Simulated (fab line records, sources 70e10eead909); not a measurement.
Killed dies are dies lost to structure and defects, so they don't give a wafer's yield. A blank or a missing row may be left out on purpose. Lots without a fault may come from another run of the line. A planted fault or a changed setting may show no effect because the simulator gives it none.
fab line records | flow nand_harc
record lots=24 wafers=72 last_day=25
route steps=1159 shown P_M1@310 P_M2@336 P_BONDPAD@375
lots that met no fault: from a run of the same line without faults
start_h: hours from the record's first day to the start of the lot's first wafer shown | wait_h: hours since the lot's step before | " the same as in the row above | L1.1+2: a row that stands for several wafers | - no value, or no start given | * or withheld: withheld | < > ~ a bound
route shown NAME@n: a module of which the file shows steps, and the number in the route of the first | usual: mean/standard deviation of fault-free wafers | same: alike in all rows | chamber/n: place in a boat | sites: the reading at each site | _std_site: their standard deviation | _edge_site: outer sites' mean less inner sites' | radius_mm: how far each site lies from the wafer's centre | mask NAME#n: copy n | behind: the tool/chamber that last shaped the wafer | hold: why the lot was held/for how many hours/how that ended | device: the transistor (n, p or np) that didn't switch | end of line: the same wafers' tests at the end of the route | a step without rows: its recipe alone | killed: dies lost to structure and defects at the first sort, not the wafer's yield | map: a wafer's dies, x killed, . not, _ none there
set.NAME: the setting as run; set.NAME@STEP: as run at that earlier step | model.NAME: the simulator's own value behind a step, which no gauge read
steps of the route over a sample of lots; a table a step, a row a wafer
services: from which hour (start_h, from the record's first day; less than 0 if before it) a tool's chamber was out of use, for how many hours, and why
## steps
# step NHARC_P_M1_ANNEAL_31
# recipe temp_c=225 time_s=90
# usual wafer_temp_C_max=225.74/0.25
# columns lot.wafer tool chamber start_h wait_h wafer_temp_C_max
L074.1 rtp_anneal-01 0 122.39 0.3 225.71
L074.2 " 0 " " 225.83
L074.6 " 0 " " 225.82
L075.2 rtp_anneal-01 0 127.01 0.3 225.68
L075.4 " 0 " " 225.94
L075.5 " 0 " " 225.90
L077.2 rtp_anneal-01 0 139.71 - 225.74
L077.4 " 0 " " 226.13
L077.6 " 0 " " 226.21
L076.1 rtp_anneal-01 0 142.56 - 225.81
L076.3 " 0 " " 226.31
L076.6 " 0 " " 225.81
L078.1 rtp_anneal-01 0 143.51 - 226.01
L078.2 " 0 " " 226.08
L078.4 " 0 " " 226.23
L079.1 rtp_anneal-02 0 157.33 0.6 225.83
L079.3 " 0 " " 225.64
L079.6 " 0 " " 225.75
L080.1 rtp_anneal-02 0 161.09 0.3 225.79
L080.5 " 0 " " 225.66
L080.6 " 0 " " 225.68
L081.2 rtp_anneal-02 0 161.84 0.4 225.35
L081.4 " 0 " " 225.63
L081.5 " 0 " " 225.66
L082.1 rtp_anneal-02 0 174.46 - 225.45
L082.3 " 0 " " 225.70
L082.4 " 0 " " 225.56
L084.1 rtp_anneal-02 0 179.65 0.3 225.13
L084.2 " 0 " " 225.41
L084.6 " 0 " " 225.05
L083.2 rtp_anneal-02 0 182.46 - 225.80
L083.3 " 0 " " 225.79
L083.4 " 0 " " 225.78
L085.1 rtp_anneal-02 0 184.85 0.3 225.59
L085.5 " 0 " " 225.74
L085.6 " 0 " " 225.92
L086.1 rtp_anneal-01 0 200.63 0.3 225.94
L086.2 " 0 " " 225.64
L086.4 " 0 " " 226.03
L087.2 rtp_anneal-02 0 201.68 - 225.44
L087.3 " 0 " " 225.32
L087.4 " 0 " " 225.92
L088.1 rtp_anneal-02 0 213.04 0.3 225.57
L088.3 " 0 " " 225.83
L088.4 " 0 " " 225.78
L089.2 rtp_anneal-02 0 213.40 - 225.63
L089.4 " 0 " " 225.32
L089.6 " 0 " " 225.78
L090.1 rtp_anneal-02 0 217.41 - 225.71
L090.2 " 0 " " 225.90
L090.4 " 0 " " 225.87
L091.1 rtp_anneal-02 0 223.92 - 225.46
L091.3 " 0 " " 225.90
L091.5 " 0 " " 225.73
L092.2 rtp_anneal-01 0 224.56 - 225.89
L092.4 " 0 " " 226.13
L092.5 " 0 " " 225.83
L094.1 rtp_anneal-02 0 246.58 0.3 225.74
L094.3 " 0 " " 225.86
L094.5 " 0 " " 225.48
L093.2 rtp_anneal-02 0 247.29 0.3 225.80
L093.3 " 0 " " 225.73
L093.5 " 0 " " 225.66
L096.1 rtp_anneal-02 0 250.22 - 225.52
L096.5 " 0 " " 225.52
L096.6 " 0 " " 225.54
L095.1 rtp_anneal-01 0 250.53 0.3 226.16
L095.4 " 0 " " 226.00
L095.6 " 0 " " 226.25
L097.2 rtp_anneal-02 0 263.78 - 225.89
L097.4 " 0 " " 225.57
L097.5 " 0 " " 225.54
# step NHARC_P_M1_PRE_CLEAN_32
# recipe time_s=12 temp_c=370 rf_power_w=300 gas=NH3
# usual heater_power_w=615/81
# columns lot.wafer tool chamber start_h wait_h heater_power_w
L074.1 pecvd-02 2 123.30 0.1 564
L074.2 " 1 " " 666
L074.6 " 1 " " 670
L075.2 pecvd-01 0 127.87 0.1 753
L075.4 " 1 " " 676
L075.5 " 0 " " 756
L077.2 pecvd-04 2 140.56 0.1 610
L077.6 " 1 " " 643
L077.4 " 2 " " 603
L076.3 pecvd-02 2 143.44 0.1 536
L076.1 " 0 " " 570
L076.6 " 0 " " 565
L078.1 pecvd-02 0 144.39 0.1 612
L078.2 " 2 " " 590
L078.4 " 1 " " 698
L079.1 pecvd-01 1 158.28 0.1 732
L079.3 " 2 " " 641
L079.6 " 0 " " 705
L080.1 pecvd-04 0 162.00 0.1 479
L080.6 " 0 " " 473
L080.5 " 1 " " 617
L081.2 pecvd-01 2 162.67 0.1 602
L081.4 " 2 " " 585
L081.5 " 0 " " 728
L082.1 pecvd-02 2 175.38 0.1 607
L082.3 " 0 " " 608
L082.4 " 2 " " 607
L084.1 pecvd-04 2 180.56 0.1 613
L084.2 " 0 " " 432
L084.6 " 0 " " 447
L083.3 pecvd-01 2 183.30 0.1 595
L083.2 " 0 " " 750
L083.4 " 0 " " 738
L085.1 pecvd-01 1 185.74 0.1 787
L085.5 " 2 " " 544
L085.6 " 0 " " 746
L086.1 pecvd-02 1 201.52 0.1 669
L086.2 " 0 " " 567
L086.4 " 1 " " 664
L087.2 pecvd-01 0 202.53 0.1 722
L087.3 " 1 " " 775
L087.4 " 1 " " 761
L088.3 pecvd-04 1 213.94 0.1 588
L088.1 " 2 " " 590
L088.4 " 0 " " 484
L089.2 pecvd-02 2 214.25 0.1 598
L089.4 " 2 " " 590
L089.6 " 1 " " 666
L090.1 pecvd-04 1 218.31 0.1 595
L090.2 " 2 " " 606
L090.4 " 2 " " 612
L091.1 pecvd-01 2 224.82 0.1 626
L091.3 " 0 " " 715
L091.5 " 1 " " 740
L092.2 pecvd-04 0 225.41 0.1 455
L092.5 " 0 " " 457
L092.4 " 1 " " 653
L094.3 pecvd-02 1 247.53 0.1 669
L094.1 " 0 " " 634
L094.5 " 0 " " 617
L093.3 pecvd-04 1 248.13 0.1 588
L093.2 " 2 " " 583
L093.5 " 2 " " 575
L096.1 pecvd-04 1 251.10 0.1 578
L096.5 " 1 " " 589
L096.6 " 2 " " 620
L095.1 pecvd-01 1 251.42 0.1 649
L095.6 " 1 " " 639
L095.4 " 0 " " 623
L097.2 pecvd-02 2 264.60 0.1 564
L097.4 " 2 " " 559
L097.5 " 1 " " 684
# step NHARC_P_M2_ETCH_28
# recipe target_depth_a=300 over_etch_frac=0.3 time_s=72.99 ion_energy_ev=150 cf4_flow_sccm=50 n2_flow_sccm=100 ar_flow_sccm=150 rf_w=300 bias_w=100 chemistry=CF4/N2
# usual drypump_motor_current_A=6.0/0.37 oes_product_au=1.004/0.011 rf_vpp_V=313.6/2.1 showerhead_plenum_p_Torr=2.60/0.12 throttle_valve_pct=19.794/0.0094
# columns lot.wafer tool chamber start_h wait_h drypump_motor_current_A oes_product_au rf_hours_counter_h rf_vpp_V showerhead_plenum_p_Torr throttle_valve_pct
L074.2 rie_diel-05 3 - - 6.6 0.999 5 317.2 2.78 19.793
L074.1 " 0 " " 5.6 0.993 5 312.3 2.48 19.782
L074.6 " 2 " " 6.2 1.005 - 311.2 2.48 19.775
L075.4 rie_diel-06 1 - - 5.8 1.015 13 313.8 2.64 19.792
L075.2 " 2 " " 5.6 0.985 13 315.8 2.77 19.783
L075.5 " 0 " " 5.4 0.986 - 313.1 2.53 19.790
L077.4 rie_diel-06 0 - - 5.4 0.995 14 312.1 2.53 19.787
L077.2 " 2 " " 5.6 0.996 15 316.4 2.77 19.789
L077.6 " 1 " " 5.8 1.007 - 314.0 2.64 19.788
L076.1 rie_diel-05 3 - - 6.6 1.006 6 316.8 2.78 19.801
L076.3 " 2 " " 6.2 1.008 6 312.4 2.48 19.798
L076.6 " 3 " " 6.6 0.997 - 317.9 2.78 19.799
L078.4 rie_diel-05 3 - - 6.6 1.003 6 316.4 2.78 19.791
L078.2 " 0 " " 5.6 0.997 6 312.3 2.48 19.793
L078.1 " 1 " " 6.0 0.991 6 314.4 2.69 19.787
L079.3 rie_diel-05 3 - - 6.6 0.994 6 317.0 2.78 19.801
L079.1 " 1 " " 6.1 0.990 6 315.6 2.69 19.793
L079.6 " 2 " " 6.2 0.996 - 310.4 2.48 19.805
L080.1 rie_diel-03 0 - - 6.1 0.996 45 312.3 2.55 19.795
L080.5 " 2 " " 5.9 1.009 - 312.2 2.47 19.776
L080.6 " 3 " " 6.2 1.006 - 316.5 2.74 19.779
L081.4 rie_diel-06 0 - - 5.4 0.986 18 311.0 2.52 19.789
L081.2 " 1 " " 5.8 1.008 18 313.9 2.63 19.796
L081.5 " 3 " " 6.0 1.019 - 310.4 2.45 19.782
L082.1 rie_diel-05 0 - - 5.6 1.002 0 311.3 2.48 19.808
L082.3 " 1 " " 6.1 1.018 0 316.3 2.69 19.800
L082.4 " 2 " " 6.2 1.004 0 311.7 2.48 19.798
L084.1 rie_diel-05 0 - - 5.5 0.996 0 309.5 2.48 19.791
L084.2 " 1 " " 6.1 1.019 0 313.9 2.69 19.792
L084.6 " 1 " " 6.0 1.006 - 314.2 2.69 19.793
L083.3 rie_diel-05 0 - - 5.6 0.998 1 312.4 2.48 19.787
L083.2 " 2 " " 6.2 0.996 1 312.6 2.48 19.804
L083.4 " 3 " " 6.6 1.009 1 316.5 2.78 19.798
L085.1 rie_diel-06 2 - - 5.6 0.987 22 316.0 2.77 19.773
L085.6 " 0 " " 5.4 0.988 - 312.9 2.52 19.799
L085.5 " 1 " " 5.8 1.011 - 314.4 2.63 19.784
L086.4 rie_diel-05 1 - - 6.1 1.011 1 314.8 2.69 19.790
L086.1 " 2 " " 6.2 1.014 1 311.9 2.48 19.788
L086.2 " 0 " " 5.5 0.991 1 311.2 2.48 19.775
L087.3 rie_diel-05 3 - - 6.6 1.024 1 316.9 2.78 19.795
L087.4 " 0 " " 5.6 1.001 1 311.5 2.48 19.805
L087.2 " 1 " " 6.1 1.014 1 316.4 2.69 19.806
L088.4 rie_diel-05 0 - - 5.6 0.992 2 312.8 2.48 19.795
L088.3 " 1 " " 6.1 1.021 2 314.0 2.69 19.780
L088.1 " 2 " " 6.2 1.014 2 311.4 2.48 19.803
L089.4 rie_diel-05 0 - - 5.6 0.996 2 312.0 2.48 19.787
L089.2 " 3 " " 6.7 1.022 2 317.1 2.78 19.796
L089.6 " 1 " " 6.1 1.016 - 315.6 2.69 19.789
L090.2 rie_diel-05 2 - - 6.2 1.006 2 312.1 2.48 19.794
L090.1 " 3 " " 6.6 1.017 2 316.2 2.78 19.801
L090.4 " 0 " " 5.6 0.996 2 311.8 2.48 19.801
L091.3 rie_diel-03 1 - - 6.4 0.993 1 313.3 2.56 19.783
L091.1 " 3 " " 6.1 0.995 1 315.9 2.73 19.800
L091.5 " 1 " " 6.4 1.004 - 312.7 2.56 19.799
L092.4 rie_diel-06 2 - - 5.6 0.974 29 316.3 2.76 19.797
L092.2 " 3 " " 6.0 1.010 28 311.3 2.45 19.793
L092.5 " 1 " " 5.8 1.018 - 314.4 2.63 19.806
L094.3 rie_diel-05 1 - - 6.1 1.014 3 314.4 2.69 19.794
L094.1 " 2 " " 6.2 1.022 3 312.0 2.48 19.796
L094.5 " 2 " " 6.2 1.017 - 311.4 2.48 19.793
L093.2 rie_diel-05 2 - - 6.2 1.018 3 310.6 2.48 19.799
L093.3 " 3 " " 6.6 1.014 3 316.5 2.78 19.793
L093.5 " 3 " " 6.6 1.011 - 315.0 2.78 19.797
L096.1 rie_diel-03 2 - - 5.9 0.996 11 311.1 2.46 19.781
L096.5 " 3 " " 6.2 0.983 - 315.6 2.73 19.787
L096.6 " 0 " " 6.1 1.009 - 312.5 2.54 19.789
L095.4 rie_diel-05 1 - - 6.1 1.010 3 315.9 2.69 19.811
L095.1 " 3 " " 6.6 1.006 3 316.3 2.77 19.795
L095.6 " 1 " " 6.1 1.014 - 314.3 2.69 19.789
L097.4 rie_diel-05 2 - - 6.2 1.015 3 311.2 2.48 19.808
L097.2 " 0 " " 5.5 0.993 3 311.3 2.48 19.813
L097.5 " 2 " " 6.2 1.022 - 311.9 2.48 19.800
# step NHARC_P_M2_ANNEAL_31
# recipe temp_c=225 time_s=90
# usual wafer_temp_C_max=225.73/0.26
# columns lot.wafer tool chamber start_h wait_h wafer_temp_C_max
L074.1 rtp_anneal-02 0 126.65 - 225.96
L074.2 " 0 " " 225.90
L074.6 " 0 " " 226.08
L075.2 rtp_anneal-01 0 131.10 - 225.63
L075.4 " 0 " " 225.60
L075.5 " 0 " " 225.61
L077.2 rtp_anneal-02 0 143.81 0.4 225.47
L077.4 " 0 " " 225.35
L077.6 " 0 " " 225.47
L076.1 rtp_anneal-02 0 146.71 - 225.86
L076.3 " 0 " " 225.62
L076.6 " 0 " " 225.50
L078.1 rtp_anneal-02 0 147.68 0.3 226.19
L078.2 " 0 " " 225.90
L078.4 " 0 " " 225.61
L079.1 rtp_anneal-01 0 161.43 - 226.09
L079.3 " 0 " " 226.22
L079.6 " 0 " " 225.74
L080.1 rtp_anneal-02 0 165.20 - 225.72
L080.5 " 0 " " 225.75
L080.6 " 0 " " 225.51
L081.2 rtp_anneal-02 0 166.04 0.4 225.68
L081.4 " 0 " " 225.33
L081.5 " 0 " " 225.52
L082.1 rtp_anneal-01 0 178.80 - 226.56
L082.3 " 0 " " 225.74
L082.4 " 0 " " 226.13
L084.1 rtp_anneal-01 0 183.94 - 226.36
L084.2 " 0 " " 225.99
L084.6 " 0 " " 225.91
L083.2 rtp_anneal-02 0 186.61 0.4 225.91
L083.3 " 0 " " 225.60
L083.4 " 0 " " 225.89
L085.1 rtp_anneal-02 0 189.17 0.3 225.29
L085.5 " 0 " " 225.86
L085.6 " 0 " " 225.73
L086.1 rtp_anneal-01 0 204.88 - 225.71
L086.2 " 0 " " 226.01
L086.4 " 0 " " 226.07
L087.2 rtp_anneal-01 0 205.85 0.3 225.89
L087.3 " 0 " " 225.71
L087.4 " 0 " " 225.89
L088.1 rtp_anneal-02 0 217.10 - 225.63
L088.3 " 0 " " 225.48
L088.4 " 0 " " 225.62
L089.2 rtp_anneal-01 0 217.85 - 225.44
L089.4 " 0 " " 225.81
L089.6 " 0 " " 225.89
L090.1 rtp_anneal-02 0 221.64 - 225.49
L090.2 " 0 " " 225.64
L090.4 " 0 " " 225.67
L091.1 rtp_anneal-02 0 227.94 0.3 225.57
L091.3 " 0 " " 225.67
L091.5 " 0 " " 225.43
L092.2 rtp_anneal-02 0 228.73 - 225.40
L092.4 " 0 " " 225.67
L092.5 " 0 " " 225.46
L094.1 rtp_anneal-02 0 250.82 - 225.25
L094.3 " 0 " " 225.62
L094.5 " 0 " " 225.59
L093.2 rtp_anneal-01 0 251.45 0.4 226.04
L093.3 " 0 " " 225.65
L093.5 " 0 " " 225.92
L096.1 rtp_anneal-01 0 254.40 - 226.22
L096.5 " 0 " " 226.17
L096.6 " 0 " " 225.48
L095.1 rtp_anneal-02 0 254.71 - 225.31
L095.4 " 0 " " 225.88
L095.6 " 0 " " 225.53
L097.2 rtp_anneal-01 0 267.98 0.5 225.85
L097.4 " 0 " " 225.92
L097.5 " 0 " " 225.70
# step NHARC_P_M2_DEP_33
# recipe target_thk_a=300 temp_c=370 target_thk_nm=30 pressure_torr=3 flow_sccm=200 rf_w=450 material=SiCN
# usual heater_power_w=574/83 showerhead_vpp_V=1339/68
# columns lot.wafer tool chamber start_h wait_h heater_power_w showerhead_vpp_V
L074.2 pecvd-02 1 127.62 0.1 582 1516
L074.1 " 2 " " 541 1460
L074.6 " 1 " " 585 1504
L075.2 pecvd-04 1 132.11 0.1 497 1260
L075.5 " 0 " " 438 1320
L075.4 " 1 " " 514 1286
L077.2 pecvd-04 2 144.76 0.1 575 1397
L077.4 " 1 " " 514 1300
L077.6 " 0 " " 416 1290
L076.1 pecvd-04 0 147.72 0.1 439 1301
L076.3 " 1 " " 591 1276
L076.6 " 2 " " 581 1390
L078.1 pecvd-02 0 148.68 0.1 562 1409
L078.2 " 1 " " 635 1518
L078.4 " 0 " " 553 1392
L079.3 pecvd-01 1 162.39 0.1 704 1264
L079.1 " 2 " " 530 1336
L079.6 " 1 " " 719 1256
L080.1 pecvd-01 0 166.22 0.1 692 1374
L080.5 " 0 " " 684 1333
L080.6 " 1 " " 629 1238
L081.2 pecvd-04 0 167.00 0.1 400 1324
L081.4 " 2 " " 541 1407
L081.5 " 1 " " 543 1280
L082.3 pecvd-01 1 179.76 0.1 671 1259
L082.1 " 2 " " 552 1310
L082.4 " 1 " " 666 1243
L084.2 pecvd-01 2 184.95 0.1 545 1344
L084.1 " 0 " " 682 1359
L084.6 " 2 " " 540 1334
L083.2 pecvd-01 0 187.52 0.1 706 1352
L083.3 " 1 " " 689 1244
L083.4 " 1 " " 662 1255
L085.1 pecvd-02 0 190.18 0.1 495 1385
L085.6 " 2 " " 559 1418
L085.5 " 1 " " 637 1506
L086.2 pecvd-01 0 205.90 0.1 602 1349
L086.1 " 1 " " 714 1262
L086.4 " 0 " " 626 1345
L087.2 pecvd-01 0 206.81 0.1 574 1342
L087.3 " 1 " " 627 1265
L087.4 " 1 " " 623 1265
L088.3 pecvd-01 2 218.06 0.1 517 1339
L088.1 " 1 " " 628 1255
L088.4 " 2 " " 505 1343
L089.2 pecvd-04 1 218.78 0.1 584 1291
L089.4 " 2 " " 530 1398
L089.6 " 0 " " 430 1299
L090.1 pecvd-01 0 222.60 0.1 672 1345
L090.2 " 2 " " 574 1332
L090.4 " 2 " " 578 1318
L091.1 pecvd-01 2 228.91 0.1 574 1318
L091.3 " 0 " " 634 1329
L091.5 " 2 " " 587 1327
L092.2 pecvd-04 2 229.64 0.1 540 1397
L092.4 " 0 " " 395 1298
L092.5 " 1 " " 577 1269
L094.1 pecvd-04 1 251.78 0.1 616 1293
L094.3 " 2 " " 576 1402
L094.5 " 0 " " 422 1308
L093.3 pecvd-01 1 252.57 0.1 705 1248
L093.2 " 2 " " 496 1333
L093.5 " 1 " " 701 1250
L096.1 pecvd-04 1 255.41 0.1 506 1286
L096.5 " 1 " " 502 1283
L096.6 " 2 " " 603 1389
L095.1 pecvd-02 2 255.75 0.1 535 1446
L095.4 " 0 " " 558 1393
L095.6 " 1 " " 518 1507
L097.2 pecvd-01 1 268.89 0.1 682 1268
L097.5 " 2 " " 588 1305
L097.4 " 0 " " 646 1342
# step NHARC_P_BONDPAD_PRE_CLEAN_26
# recipe time_s=30 temp_c=280 gas=H2/He
# usual heater_power_w=429/54
# columns lot.wafer tool chamber start_h wait_h heater_power_w
L074.1 pvd_sputter-03 - - - 347
L074.2 " - " " 432
L074.6 " - " " 495
L075.2 pvd_sputter-02 - - - 481
L075.4 " - " " 345
L075.5 " - " " 477
L077.2 pvd_sputter-02 - - - 344
L077.4 " - " " 461
L077.6 " - " " 482
L076.3 pvd_sputter-02 - 150.41 0.1 458
L076.1 " - " " 481
L076.6 " - " " 489
L078.4 pvd_sputter-02 - 151.53 0.1 452
L078.1 " - " " 464
L078.2 " - " " 338
L079.1 pvd_sputter-02 - - - 499
L079.3 " - " " 479
L079.6 " - " " 467
L080.1 pvd_sputter-02 - - - 479
L080.6 " - " " 480
L080.5 " - " " 351
L081.2 pvd_sputter-02 - - - 483
L081.4 " - " " 493
L081.5 " - " " 491
L082.4 pvd_sputter-02 - - - 473
L082.3 " - " " 488
L082.1 " - " " 343
L084.2 pvd_sputter-03 - - - 422
L084.1 " - " " 353
L084.6 " - " " 342
L083.4 pvd_sputter-03 - - - 354
L083.3 " - " " 368
L083.2 " - " " 420
L085.1 pvd_sputter-01 - - - 498
L085.6 " - " " 411
L085.5 " - " " 433
L086.1 pvd_sputter-03 - - - 353
L086.2 " - " " 477
L086.4 " - " " 377
L087.3 pvd_sputter-03 - - - 429
L087.4 " - " " 347
L087.2 " - " " 371
L088.4 pvd_sputter-03 - - - 429
L088.1 " - " " 342
L088.3 " - " " 498
L089.2 pvd_sputter-01 - - - 493
L089.4 " - " " 436
L089.6 " - " " 420
L090.4 pvd_sputter-01 - - - 492
L090.2 " - " " 418
L090.1 " - " " 359
L091.1 pvd_sputter-01 - - - 490
L091.3 " - " " 448
L091.5 " - " " 410
L092.2 pvd_sputter-02 - - - 488
L092.4 " - " " 437
L092.5 " - " " 442
L094.1 pvd_sputter-01 - - - 495
L094.3 " - " " 417
L094.5 " - " " 444
L093.3 pvd_sputter-02 - - - 445
L093.2 " - " " 492
L093.5 " - " " 452
L096.1 pvd_sputter-02 - - - 346
L096.5 " - " " 470
L096.6 " - " " 341
L095.1 pvd_sputter-03 - - - 364
L095.4 " - " " 351
L095.6 " - " " 489
L097.4 pvd_sputter-01 - - - 376
L097.2 " - " " 435
L097.5 " - " " 484
## services
# columns tool chamber start_h hours kind
pvd_sputter-03 - 102.00 10.0 pm
pecvd-02 - 103.13 0.9 repair
pvd_sputter-01 - 118.21 63.5 repair
rie_diel-03 3 128.19 17.0 repair
rie_diel-03 - 133.56 1.2 repair
pecvd-02 - 153.11 13.0 pm
rie_diel-05 - 163.60 9.0 pm
pecvd-02 1 169.26 6.8 repair
rie_diel-03 1 175.35 6.4 repair
pvd_sputter-01 - 181.74 10.0 pm
rie_diel-03 0 183.12 4.2 repair
pecvd-04 - 195.36 13.0 pm
pvd_sputter-01 - 199.24 6.4 repair
rie_diel-03 - 215.36 9.0 pm
rie_diel-06 0 215.89 4.2 repair
rie_diel-06 3 216.89 5.0 repair
pvd_sputter-02 - 217.21 10.0 pm
pecvd-01 - 237.32 13.0 pm
pecvd-01 0 237.32 13.0 vent_cycle
pecvd-01 1 237.32 13.0 vent_cycle
rie_diel-06 - 241.20 9.0 pm
pvd_sputter-03 - 245.48 3.0 repair
pecvd-02 - 248.97 0.4 repair
rie_diel-06 0 264.68 15.4 repair
## key
fault none
